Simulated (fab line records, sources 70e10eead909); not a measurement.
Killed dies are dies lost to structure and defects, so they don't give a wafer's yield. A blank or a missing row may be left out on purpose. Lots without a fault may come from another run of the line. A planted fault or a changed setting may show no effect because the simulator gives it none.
fab line records | flow nand_harc
record lots=6 wafers=18 last_day=33
route steps=1302 shown A_ONON_D1@447 A_CHANNEL_HOLE_D1@450 END@1302
lots that met no fault: from a run of the same line without faults
start_h: hours from the record's first day to the start of the lot's first wafer shown | wait_h: hours since the lot's step before | " the same as in the row above | L1.1+2: a row that stands for several wafers | - no value, or no start given | * or withheld: withheld | < > ~ a bound
route shown NAME@n: a module of which the file shows steps, and the number in the route of the first | usual: mean/standard deviation of fault-free wafers | same: alike in all rows | chamber/n: place in a boat | sites: the reading at each site | _std_site: their standard deviation | _edge_site: outer sites' mean less inner sites' | radius_mm: how far each site lies from the wafer's centre | mask NAME#n: copy n | behind: the tool/chamber that last shaped the wafer | hold: why the lot was held/for how many hours/how that ended | device: the transistor (n, p or np) that didn't switch | end of line: the same wafers' tests at the end of the route | a step without rows: its recipe alone | killed: dies lost to structure and defects at the first sort, not the wafer's yield | map: a wafer's dies, x killed, . not, _ none there
set.NAME: the setting as run; set.NAME@STEP: as run at that earlier step | model.NAME: the simulator's own value behind a step, which no gauge read
lots at some steps of the route; a table a step, a row a wafer
services: from which hour (start_h, from the record's first day; less than 0 if before it) a tool's chamber was out of use, for how many hours, and why
## steps
# step NHARC_A_ONON_D1_THK_MEAS_34
# recipe thk_meas_gauge=ellipsometry
# usual thk_nm=200.0/2.9
# columns lot.wafer tool chamber start_h wait_h thk_nm
L686.3 film_metro-02 - 235.58 - 198.5
L686.4 " - " " 200.6
L686.5 " - " " 198.0
L689.2 film_metro-02 - 267.31 - 196.5
L689.5 " - " " 202.1
L689.6 " - " " 204.7
L690.1 film_metro-01 - 273.14 - 197.8
L690.3 " - " " 196.9
L690.5 " - " " 198.4
L692.1 film_metro-01 - 301.87 - 199.8
L692.2 " - " " 195.5
L692.4 " - " " 199.9
L700.3 film_metro-01 - 373.91 - 200.0
L700.4 " - " " 204.7
L700.5 " - " " 198.6
L703.1 film_metro-01 - 401.54 - 197.9
L703.2 " - " " 203.3
L703.5 " - " " 206.5
# step NHARC_A_ONON_D1_INSPECT_32
# usual raw_defect_count=76/26
# columns lot.wafer tool chamber start_h wait_h raw_defect_count
L686.3 defect_inspect-01 - 235.65 0.0 64
L686.4 " - " " 108
L686.5 " - " " 110
L689.2 defect_inspect-02 - 267.38 0.0 43
L689.5 " - " " 65
L689.6 " - " " 44
L690.1 defect_inspect-01 - 273.23 0.0 84
L690.3 " - " " 96
L690.5 " - " " 116
L692.1 defect_inspect-02 - 301.95 0.0 75
L692.2 " - " " 86
L692.4 " - " " 57
L700.3 defect_inspect-02 - 374.00 0.0 55
L700.4 " - " " 37
L700.5 " - " " 61
L703.1 defect_inspect-01 - 401.63 0.0 34
L703.2 " - " " 63
L703.5 " - " " 51
# step NHARC_A_CHANNEL_HOLE_D1_DEP_00
# recipe target_thk_a=31000 temp_c=400 material=aC
# usual throttle_valve_pct=34.999/0.0095
# columns lot.wafer tool chamber start_h wait_h throttle_valve_pct
L686.3 acl_dep-03 0 237.85 2.2 34.989
L686.4 " 0 " " 34.993
L686.5 " 0 " " 34.997
L689.2 acl_dep-02 0 270.60 3.2 34.996
L689.5 " 0 " " 34.985
L689.6 " 0 " " 34.996
L690.1 acl_dep-01 0 275.88 2.7 35.000
L690.3 " 0 " " 35.008
L690.5 " 0 " " 34.997
L692.1 acl_dep-01 0 306.18 4.2 34.988
L692.2 " 0 " " 34.995
L692.4 " 0 " " 35.006
L700.3 acl_dep-02 0 375.53 1.5 34.998
L700.4 " 0 " " 35.000
L700.5 " 0 " " 34.999
L703.1 acl_dep-01 0 401.70 0.1 34.989
L703.2 " 0 " " 35.000
L703.5 " 0 " " 35.014
# step NHARC_A_CHANNEL_HOLE_D1_DEP_01
# recipe target_thk_a=1400 target_thk_nm=140 temp_c=400 pressure_torr=3.5 flow_sccm=200 rf_w=350 material=SiON
# usual heater_power_w=765/71
# columns lot.wafer tool chamber start_h wait_h heater_power_w
L686.3 pecvd-03 2 239.18 1.0 774
L686.4 " 1 " " 755
L686.5 " 0 " " 791
L689.2 pecvd-03 1 272.27 1.3 722
L689.6 " 2 " " 742
L689.5 " 0 " " 679
L690.1 pecvd-01 2 277.83 1.6 912
L690.3 " 1 " " 689
L690.5 " 0 " " 734
L692.1 pecvd-01 0 308.10 1.6 739
L692.2 " 1 " " 766
L692.4 " 0 " " 752
L700.3 pecvd-04 0 376.87 1.0 806
L700.4 " 2 " " 836
L700.5 " 1 " " 869
L703.1 pecvd-01 1 403.62 1.6 766
L703.2 " 0 " " 741
L703.5 " 1 " " 778
# step NHARC_A_CHANNEL_HOLE_D1_DEHYDRATE_02
# recipe temp_c=150 time_s=120
# step NHARC_A_CHANNEL_HOLE_D1_HMDS_03
# recipe time_s=30
# step NHARC_A_CHANNEL_HOLE_D1_COAT_36
# recipe temp_c=260 time_s=75
# step NHARC_A_CHANNEL_HOLE_D1_COAT_37
# recipe temp_c=225 time_s=65
# step NHARC_A_CHANNEL_HOLE_D1_COAT_04
# recipe spin_rpm=1500 resist_thk_nm=90
# step NHARC_A_CHANNEL_HOLE_D1_SOFTBAKE_05
# recipe temp_c=105 time_s=55
# step NHARC_A_CHANNEL_HOLE_D1_EBR_06
# step NHARC_A_CHANNEL_HOLE_D1_EXPOSE_07
# recipe na=1.35 target_cd_nm=100 sigma_outer=0.3 dose_mj=59.65 mask_id=HOLE_D1
# usual exposure_dose_mJ_cm2=59.9/0.33
# same sigma_outer=0.3
# columns lot.wafer tool chamber start_h wait_h mask exposure_dose_mJ_cm2
L686.3 arfi_scanner-01 0 239.74 - HOLE_D1#0 59.6
L686.4 " 0 " " HOLE_D1#0 59.6
L686.5 " 0 " " HOLE_D1#0 59.6
L689.2 arfi_scanner-02 0 272.67 - HOLE_D1#0 60.2
L689.5 " 0 " " HOLE_D1#0 60.3
L689.6 " 0 " " HOLE_D1#0 60.2
L690.1 arfi_scanner-02 0 278.28 - HOLE_D1#0 61.7
L690.3 " 0 " " HOLE_D1#0 61.6
L690.5 " 0 " " HOLE_D1#0 61.6
L692.1 arfi_scanner-02 0 308.68 - HOLE_D1#0 61.3
L692.2 " 0 " " HOLE_D1#0 61.2
L692.4 " 0 " " HOLE_D1#0 61.2
L700.3 arfi_scanner-01 0 377.43 - HOLE_D1#0 59.5
L700.4 " 0 " " HOLE_D1#0 59.5
L700.5 " 0 " " HOLE_D1#0 59.5
L703.1 arfi_scanner-03 0 404.20 - HOLE_D1#0 60.2
L703.2 " 0 " " HOLE_D1#0 60.2
L703.5 " 0 " " HOLE_D1#0 60.2
# step NHARC_A_CHANNEL_HOLE_D1_PEB_08
# recipe peb_temp_c=100 peb_time_s=65
# step NHARC_END_SORT_01
# recipe temp_c=25
# usual killed_at_array=54/20 killed_at_other=0.7/0.94 killed_at_periphery=3.8/2.7 killed_dies=59/20 killed_open=3.5/1.9 killed_short=2.5/1.6
# same gross_dies=677
# columns lot.wafer tool chamber start_h wait_h killed_at_array killed_at_other killed_at_periphery killed_dies killed_open killed_short
L689.2 prober-01 0 682.55 2.8 45 2 8 55 6 3
L689.5 prober-01 0 684.95 3.7 51 2 4 57 3 1
L689.6 prober-01 0 685.75 4.0 65 1 8 74 7 3
L692.1 prober-02 0 689.77 2.5 106 0 5 111 5 4
L692.2 prober-02 0 690.57 2.8 97 1 5 103 2 2
L692.4 prober-02 0 692.15 3.4 100 0 9 109 4 6
# killed by level:class
L689.2 A_CHANNEL_HOLE_D1:chamber_film_flake=18 A_CHANNEL_HOLE_D2:chamber_film_flake=14 P_M0:chamber_film_flake=3 A_CONTACT:chamber_film_flake=3 A_M0:geometric_particle:short=2 P_GATE:chamber_film_flake=2 A_CHANNEL_FILL_D1:chamber_film_flake=2 THIN_TSV:chamber_film_flake=2
L689.5 A_CHANNEL_HOLE_D1:chamber_film_flake=20 A_CHANNEL_HOLE_D2:chamber_film_flake=18 A_SLIT:chamber_film_flake=4 A_CONTACT:chamber_film_flake=4 P_M0:chamber_film_flake=3 THIN_TSV:chamber_film_flake=2 P_ZERO_WELL:geometric_particle:open=1 A_CHANNEL_FILL_D1:geometric_particle:short=1
L689.6 A_CHANNEL_HOLE_D1:chamber_film_flake=32 A_CHANNEL_HOLE_D2:chamber_film_flake=17 P_M0:chamber_film_flake=3 A_STAIRCASE:chamber_film_flake=3 P_CONTACT:geometric_particle:open=2 A_CONTACT:geometric_particle:open=2 P_GATE:chamber_film_flake=2 A_CHANNEL_FILL_D1:chamber_film_flake=2
L692.1 A_SLIT:chamber_film_flake=42 A_CHANNEL_HOLE_D2:chamber_film_flake=22 A_CHANNEL_HOLE_D1:chamber_film_flake=18 A_CONTACT:chamber_film_flake=9 P_BONDPAD:chamber_film_flake=3 A_M0:chamber_film_flake=3 A_WL_FILL:chamber_film_flake=2 P_M0:geometric_particle:open=1
L692.2 A_SLIT:chamber_film_flake=39 A_CHANNEL_HOLE_D1:chamber_film_flake=33 A_CHANNEL_HOLE_D2:chamber_film_flake=16 A_M0:chamber_film_flake=4 A_CONTACT:chamber_film_flake=3 P_M1:chamber_film_flake=2 P_BONDPAD:chamber_film_flake=2 P_M0:geometric_particle:open=1
L692.4 A_SLIT:chamber_film_flake=34 A_CHANNEL_HOLE_D1:chamber_film_flake=33 A_CHANNEL_HOLE_D2:chamber_film_flake=22 A_CONTACT:chamber_film_flake=3 P_CONTACT:geometric_particle:open=2 P_M1:geometric_particle:short=2 A_STAIRCASE:chamber_film_flake=2 A_WL_FILL:chamber_film_flake=2
## services
# columns tool chamber start_h hours kind
arfi_scanner-01 - 214.87 1.1 repair
arfi_scanner-01 - 231.73 1.0 repair
arfi_scanner-02 0 237.37 - calibration
acl_dep-02 - 246.02 13.0 pm
arfi_scanner-01 - 253.43 4.0 pm
arfi_scanner-02 - 267.63 0.4 repair
pecvd-04 - 269.19 13.0 pm
pecvd-03 2 272.93 10.0 repair
pecvd-01 2 292.68 9.8 repair
acl_dep-03 - 299.82 13.0 pm
arfi_scanner-03 - 301.79 2.9 repair
arfi_scanner-01 - 303.80 3.7 repair
arfi_scanner-02 - 311.18 1.3 repair
pecvd-01 - 311.31 13.0 pm
pecvd-01 0 311.31 13.0 vent_cycle
pecvd-01 1 311.31 13.0 vent_cycle
pecvd-01 2 311.31 13.0 vent_cycle
arfi_scanner-02 - 313.46 4.0 pm
pecvd-01 0 324.31 - clean
arfi_scanner-03 - 328.70 0.8 repair
pecvd-03 - 366.00 13.0 pm
arfi_scanner-03 - 368.00 4.0 pm
acl_dep-01 - 372.87 13.0 pm
arfi_scanner-02 - 373.45 7.3 repair
## key
first_sign step=NHARC_A_CHANNEL_HOLE_D1_EXPOSE_07 reading=exposure_dose_mJ_cm2 direction=up sigmas=4.7 usual=59.9 struck=61.4
effect none on later readings
met_at NHARC_A_CHANNEL_HOLE_D1_EXPOSE_07
struck_wafers L690.1,L690.3,L690.5,L692.1,L692.2,L692.4
tester_left_out L690,L692
loop_trim step=NHARC_A_CHANNEL_HOLE_D1_EXPOSE_07 setting=dose lots=L692
onset_between 272.67 278.28
fault kind=process_parameter_drift tool=arfi_scanner-02 chamber=- onset_h=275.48 steps=NHARC_A_CHANNEL_HOLE_D1_EXPOSE_07 channel=dose_mj offset=1.3582 shape=step acts_in=these_recipes_only stated=59.65
# tester_left_out: of these lots the tester's yield and bins aren't shown, on N5 and GAA mostly nor the transistor test; their killed dies are dies lost to structure and defects alone, not to doping, threshold or leakage, so they don't give the yield
# loop_trim: a control loop set the setting to another value than it would have without faults
